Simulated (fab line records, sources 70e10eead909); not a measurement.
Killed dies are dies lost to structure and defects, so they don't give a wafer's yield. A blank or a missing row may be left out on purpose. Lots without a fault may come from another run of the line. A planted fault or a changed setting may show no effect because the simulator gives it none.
fab line records | flow nand_harc
record lots=6 wafers=17 last_day=24
route steps=1159 shown A_CHANNEL_HOLE_D1@454
lots that met no fault: from a run of the same line without faults
start_h: hours from the record's first day to the start of the lot's first wafer shown | wait_h: hours since the lot's step before | " the same as in the row above | L1.1+2: a row that stands for several wafers | - no value, or no start given | * or withheld: withheld | < > ~ a bound
route shown NAME@n: a module of which the file shows steps, and the number in the route of the first | usual: mean/standard deviation of fault-free wafers | same: alike in all rows | chamber/n: place in a boat | sites: the reading at each site | _std_site: their standard deviation | _edge_site: outer sites' mean less inner sites' | radius_mm: how far each site lies from the wafer's centre | mask NAME#n: copy n | behind: the tool/chamber that last shaped the wafer | hold: why the lot was held/for how many hours/how that ended | device: the transistor (n, p or np) that didn't switch | end of line: the same wafers' tests at the end of the route | a step without rows: its recipe alone | killed: dies lost to structure and defects at the first sort, not the wafer's yield | map: a wafer's dies, x killed, . not, _ none there
set.NAME: the setting as run; set.NAME@STEP: as run at that earlier step | model.NAME: the simulator's own value behind a step, which no gauge read
lots at some steps of the route; a table a step, a row a wafer
services: from which hour (start_h, from the record's first day; less than 0 if before it) a tool's chamber was out of use, for how many hours, and why
## steps
# step NHARC_A_CHANNEL_HOLE_D1_COAT_36
# recipe temp_c=260 time_s=75
# step NHARC_A_CHANNEL_HOLE_D1_COAT_37
# recipe temp_c=225 time_s=65
# step NHARC_A_CHANNEL_HOLE_D1_COAT_04
# recipe spin_rpm=1500 resist_thk_nm=90
# step NHARC_A_CHANNEL_HOLE_D1_SOFTBAKE_05
# recipe temp_c=105 time_s=55
# step NHARC_A_CHANNEL_HOLE_D1_EBR_06
# step NHARC_A_CHANNEL_HOLE_D1_EXPOSE_07
# recipe na=1.35 target_cd_nm=100 sigma_outer=0.3 dose_mj=59.65 mask_id=HOLE_D1
# step NHARC_A_CHANNEL_HOLE_D1_PEB_08
# recipe peb_temp_c=100 peb_time_s=65
# step NHARC_A_CHANNEL_HOLE_D1_DEVELOP_09
# recipe develop_time_s=35 dev_temp_c=23
# step NHARC_A_CHANNEL_HOLE_D1_CD_MEAS_10
# recipe target_cd_nm=100 landing_energy_ev=500
# usual cd_nm=100.0/0.6
# columns lot.wafer tool chamber start_h wait_h cd_nm
L104.1 cd_sem-03 0 183.64 - 99.7
L104.3 " 0 " " 99.3
L104.5 " 0 " " 99.6
L109.1 cd_sem-03 0 200.10 - 100.4
L109.2 " 0 " " 99.3
L109.6 " 0 " " 100.6
L113.4 cd_sem-01 0 234.65 - 100.2
L113.5 " 0 " " 99.4
L113.6 " 0 " " 100.3
L117.4 cd_sem-01 0 251.05 - 100.1
L117.5 " 0 " " 99.4
L121.1 cd_sem-03 0 278.53 - 100.4
L121.4 " 0 " " 100.4
L121.5 " 0 " " 100.6
L126.1 cd_sem-01 0 305.86 - 100.8
L126.2 " 0 " " 100.3
L126.4 " 0 " " 99.3
# step NHARC_A_CHANNEL_HOLE_D1_OVL_MEAS_11
# usual overlay_x_nm=0.0/0.8 overlay_y_nm=0.1/0.75
# columns lot.wafer tool chamber start_h wait_h overlay_x_nm overlay_y_nm
L104.1 overlay-01 - 183.73 - -0.8 -0.1
L104.3 " - " " -0.5 -0.2
L104.5 " - " " -0.9 -0.2
L109.1 overlay-01 - 200.19 - 1.8 0.4
L109.2 " - " " 1.4 -0.5
L109.6 " - " " 1.7 -0.4
L113.4 overlay-01 - 234.73 - -0.9 0.1
L113.5 " - " " -0.6 0.0
L113.6 " - " " -0.6 0.1
L117.4 overlay-02 - 251.13 - 0.0 -2.0
L117.5 " - " " 0.2 -2.0
L121.1 overlay-02 - 278.62 - -0.8 0.4
L121.4 " - " " -0.9 -0.2
L121.5 " - " " -0.8 0.2
L126.1 overlay-02 - 305.95 - -0.5 0.9
L126.2 " - " " -0.7 1.2
L126.4 " - " " -0.5 0.9
# step NHARC_A_CHANNEL_HOLE_D1_INSPECT_12
# usual raw_defect_count=5.7/2.6
# columns lot.wafer tool chamber start_h wait_h raw_defect_count
L104.1 defect_inspect-01 - 183.76 0.0 4
L104.3 " - " " 2
L104.5 " - " " 4
L109.1 defect_inspect-02 - 200.23 0.0 2
L109.2 " - " " 5
L109.6 " - " " 5
L113.4 defect_inspect-01 - 234.77 0.0 10
L113.5 " - " " 6
L113.6 " - " " 6
L117.4 defect_inspect-01 - 251.17 0.0 8
L117.5 " - " " 11
L121.1 defect_inspect-01 - 278.65 0.0 1
L121.4 " - " " 3
L121.5 " - " " 5
L126.1 defect_inspect-01 - 305.99 0.0 2
L126.2 " - " " 7
L126.4 " - " " 7
# step NHARC_A_CHANNEL_HOLE_D1_DESCUM_15
# recipe time_s=3 o2_flow_sccm=200 ar_flow_sccm=0 bias_power_w=0 chemistry=O2
# usual drypump_motor_current_A=6.0/0.4 oes_product_au=1.003/0.0091 rf_vpp_V=57.8/0.93 showerhead_plenum_p_Torr=1.92/0.063 throttle_valve_pct=11.311/0.0093
# columns lot.wafer tool chamber start_h wait_h drypump_motor_current_A oes_product_au rf_hours_counter_h rf_vpp_V showerhead_plenum_p_Torr throttle_valve_pct
L104.3 rie_diel-01 0 183.83 0.1 6.7 1.000 2.2 58.2 1.96 11.298
L104.1 " 1 " " 6.2 1.009 2.1 58.0 1.89 11.298
L104.5 " 0 " " 6.7 1.001 - 59.1 1.96 11.313
L109.2 rie_diel-10 1 200.29 0.1 5.4 1.005 1.2 59.1 2.03 11.314
L109.1 " 2 " " 5.8 1.023 1.2 56.2 1.84 11.328
L109.6 " 1 " " 5.4 1.008 - 59.0 2.03 11.314
L113.4 rie_diel-10 0 234.84 0.1 6.1 1.010 3.6 55.6 1.96 11.316
L113.6 " 2 " " 5.8 1.015 - 57.4 1.84 11.320
L113.5 " 3 " " 5.9 1.007 - 56.5 1.95 11.324
L117.4 rie_diel-10 1 251.23 0.1 5.4 1.000 5.7 58.4 2.03 11.305
L117.5 " 1 " " 5.4 1.003 - 57.8 2.03 11.313
L121.4 rie_diel-01 3 278.71 0.1 5.9 0.986 8.6 57.4 1.89 11.312
L121.1 " 0 " " 6.7 1.005 8.7 56.5 1.96 11.310
L121.5 " 3 " " 5.9 0.990 - 57.9 1.89 11.312
L126.2 rie_diel-01 1 306.06 0.1 6.3 1.008 11.3 57.8 1.88 11.316
L126.1 " 2 " " 6.2 1.011 9.1 56.2 1.84 11.305
L126.4 " 3 " " 5.9 0.990 11.0 57.5 1.89 11.302
# step NHARC_A_CHANNEL_HOLE_D1_ETCH_38
# recipe target_depth_a=390 over_etch_frac=0.3 time_s=65 ion_energy_ev=80 cf4_flow_sccm=150 ar_flow_sccm=0 rf_w=300 bias_w=100 chemistry=CF4
# usual bias_w=100.0/0.31 drypump_motor_current_A=6.0/0.38 oes_product_au=1.002/0.0088 rf_vpp_V=151.3/1 showerhead_plenum_p_Torr=1.77/0.052 throttle_valve_pct=13.284/0.0087
# columns lot.wafer tool chamber start_h wait_h bias_w drypump_motor_current_A oes_product_au rf_hours_counter_h rf_vpp_V showerhead_plenum_p_Torr throttle_valve_pct
L104.3 rie_diel-01 1 183.91 0.1 100.1 6.2 1.004 2.2 151.7 1.75 13.294
L104.1 " 2 " " 99.7 6.2 1.003 0.1 150.7 1.71 13.276
L104.5 " 2 " " 99.4 6.1 0.987 - 151.2 1.71 13.282
L109.2 rie_diel-10 2 200.38 0.1 100.7 5.8 1.006 1.3 149.7 1.71 13.276
L109.1 " 0 " " 100.1 6.1 1.015 1.1 150.5 1.81 13.284
L109.6 " 2 " " 100.1 5.8 1.015 - 148.9 1.71 13.292
L113.4 rie_diel-10 0 234.91 0.1 99.8 6.1 0.856 3.6 150.0 1.81 13.289
L113.6 " 0 " " 99.8 6.1 0.999 - 152.7 1.81 13.286
L113.5 " 1 " " 99.7 5.4 1.016 - 152.0 1.87 13.291
L117.4 rie_diel-10 3 251.31 0.1 100.1 5.9 0.867 5.0 151.2 1.80 13.280
L117.5 " 0 " " 100.8 6.1 1.003 - 152.3 1.81 13.284
L121.1 rie_diel-01 0 278.80 0.1 100.4 6.7 1.016 8.7 151.9 1.81 13.286
L121.4 " 3 " " 100.0 5.9 1.005 8.6 152.7 1.75 13.282
L121.5 " 0 " " 100.6 6.7 1.010 - 151.7 1.81 13.282
L126.2 rie_diel-01 1 306.13 0.1 99.7 6.2 0.997 11.3 151.5 1.74 13.283
L126.4 " 2 " " 99.7 6.2 1.007 9.1 151.6 1.70 13.301
L126.1 " 3 " " 99.8 5.9 1.000 11.0 150.6 1.75 13.282
# step NHARC_A_CHANNEL_HOLE_D1_ETCH_39
# recipe target_depth_a=2600 over_etch_frac=0.3 time_s=325 ion_energy_ev=200 n2_flow_sccm=150 h2_flow_sccm=150 ar_flow_sccm=0 rf_w=400 bias_w=150 chemistry=N2/H2
# usual bias_w=150.0/0.5 drypump_motor_current_A=6.0/0.41 n2_flow_sccm=150.0/0.45 oes_product_au=1.002/0.009 rf_vpp_V=430.7/2 showerhead_plenum_p_Torr=2.05/0.07 throttle_valve_pct=14.171/0.0099
# columns lot.wafer tool chamber start_h wait_h bias_w drypump_motor_current_A n2_flow_sccm oes_product_au rf_hours_counter_h rf_vpp_V showerhead_plenum_p_Torr throttle_valve_pct
L104.1 rie_diel-01 3 - - 150.3 5.9 150.0 1.000 2.2 430.3 2.02 14.172
L104.3 " 0 " " 149.5 6.7 150.5 1.008 2.3 430.9 2.10 14.155
L104.5 " 3 " " 149.8 5.9 149.7 0.996 - 430.6 2.02 14.187
L109.1 rie_diel-10 0 - - 150.0 6.1 149.7 1.009 1.2 433.2 2.09 14.181
L109.2 " 3 " " 151.1 5.9 149.1 1.019 1.3 431.6 2.08 14.162
L109.6 " 0 " " 150.0 6.1 149.9 1.009 - 431.7 2.09 14.162
L113.4 rie_diel-10 0 - - 149.4 6.1 149.7 0.999 3.7 431.8 2.09 14.169
L113.5 " 2 " " 149.1 5.8 151.0 1.017 - 427.7 1.96 14.168
L113.6 " 3 " " 150.4 5.9 149.8 1.007 - 430.5 2.07 14.173
L117.4 rie_diel-10 1 - - 150.0 5.4 150.1 1.002 5.8 433.4 2.17 14.176
L117.5 " 1 " " 149.6 5.4 149.1 0.995 - 434.9 2.17 14.175
L121.1 rie_diel-01 0 - - 150.3 6.7 150.2 1.010 8.7 431.4 2.09 14.184
L121.4 " 3 " " 150.2 5.9 150.0 0.992 8.7 430.4 2.01 14.169
L121.5 " 1 " " 148.8 6.2 150.4 1.001 - 428.6 2.01 14.164
L126.4 rie_diel-01 1 - - 150.3 6.2 149.0 1.011 11.4 431.9 2.01 14.182
L126.2 " 3 " " 149.8 5.9 149.1 0.989 11.0 430.5 2.01 14.184
L126.1 " 0 " " 150.3 6.7 150.4 1.007 11.1 432.5 2.09 14.171
## services
# columns tool chamber start_h hours kind
rie_diel-01 0 171.30 - clean
rie_diel-01 1 171.30 - clean
rie_diel-01 2 171.30 - clean
rie_diel-01 3 171.30 - clean
rie_diel-01 - 171.93 0.1 repair
rie_diel-10 2 174.22 6.4 repair
rie_diel-10 - 176.50 9.0 pm
rie_diel-01 0 186.16 2.2 repair
rie_diel-01 0 195.80 - clean
rie_diel-01 1 195.80 - clean
rie_diel-01 2 195.80 - clean
rie_diel-01 3 195.80 - clean
rie_diel-01 0 220.30 - clean
rie_diel-01 1 220.30 - clean
rie_diel-01 2 220.30 - clean
rie_diel-01 3 220.30 - clean
rie_diel-01 0 244.80 - clean
rie_diel-01 1 244.80 - clean
rie_diel-01 2 244.80 - clean
rie_diel-01 3 244.80 - clean
rie_diel-01 0 269.44 - clean
rie_diel-01 1 269.44 - clean
rie_diel-01 2 269.44 - clean
rie_diel-01 3 269.44 - clean
## key
first_sign step=NHARC_A_CHANNEL_HOLE_D1_ETCH_38 reading=oes_product_au direction=down sigmas=16 usual=1.002 struck=0.862
effect none on later readings
met_at NHARC_A_CHANNEL_HOLE_D1_ETCH_38
struck_wafers L113.4,L117.4
tester_left_out L113,L117
onset_between 200.38 234.91
fault kind=process_parameter_drift tool=rie_diel-10 chamber=- onset_h=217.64 steps=NHARC_A_CHANNEL_HOLE_D1_ETCH_38 channel=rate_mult offset=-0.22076 shape=step end_h=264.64 scope=struck_wafers_only
# tester_left_out: of these lots the tester's yield and bins aren't shown, on N5 and GAA mostly nor the transistor test; their killed dies are dies lost to structure and defects alone, not to doping, threshold or leakage, so they don't give the yield
